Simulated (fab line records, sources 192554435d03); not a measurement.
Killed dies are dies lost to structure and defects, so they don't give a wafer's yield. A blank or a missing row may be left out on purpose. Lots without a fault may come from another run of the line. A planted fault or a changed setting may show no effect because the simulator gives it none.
Chamber matching | flow n5_finfet | N5_BEOL_M4_DESCUM_16 on rie_diel-02: 4 sister chambers
The step chemistry O2, time 7 s. 8 wafers are shown with their chamber, then 7 later ones without.

WAFERS WITH THEIR CHAMBER
wafer  | chamber | showerhead_plenum_p_Torr (Torr) | oes_product_au (a.u.)
L078.5 | 0       | 2.04                            | 0.83
L082.2 | 2       | 2.24                            | 0.86
L082.6 | 1       | 2.16                            | 0.70
L081.3 | 1       | 2.16                            | 0.70
L081.4 | 3       | 2.10                            | 0.79
L081.5 | 3       | 2.10                            | 0.80
L084.1 | 0       | 2.03                            | 0.82
L084.3 | 2       | 2.24                            | 0.87

WAFERS WITHOUT THEIR CHAMBER
wafer  | showerhead_plenum_p_Torr (Torr) | oes_product_au (a.u.)
L084.5 | 2.15                            | 0.70
L091.2 | 2.03                            | 0.81
L091.5 | 2.09                            | 0.77
L091.6 | 2.03                            | 0.80
L097.2 | 2.23                            | 0.82
L097.3 | 2.02                            | 0.78
L097.5 | 2.08                            | 0.76

WHICH CHAMBER EACH WENT THROUGH
wafer  | from the rows above | in truth
L084.5 | 1                   | 1
L091.2 | 0                   | 0
L091.5 | 3                   | 3
L091.6 | 0                   | 0
L097.2 | 2                   | 2
L097.3 | 0                   | 0
L097.5 | 3                   | 3
Placed correctly: 7 of 7. Can't be placed from these rows: 0. Placed wrongly: 0.
How it was worked out, from the rows above alone: a wafer's distance from a chamber is the root of the sum, over the readings, of the square of ((its reading less the chamber's mean) divided by the reading's scatter). The wafer belongs to the nearest chamber; if the next one is less than 2 further off, it can't be placed. A chamber's mean is the mean of its shown wafers. The scatter: the root of (the sum of the squares of (reading less its chamber's mean) over the shown wafers, divided by (wafers less chambers)).
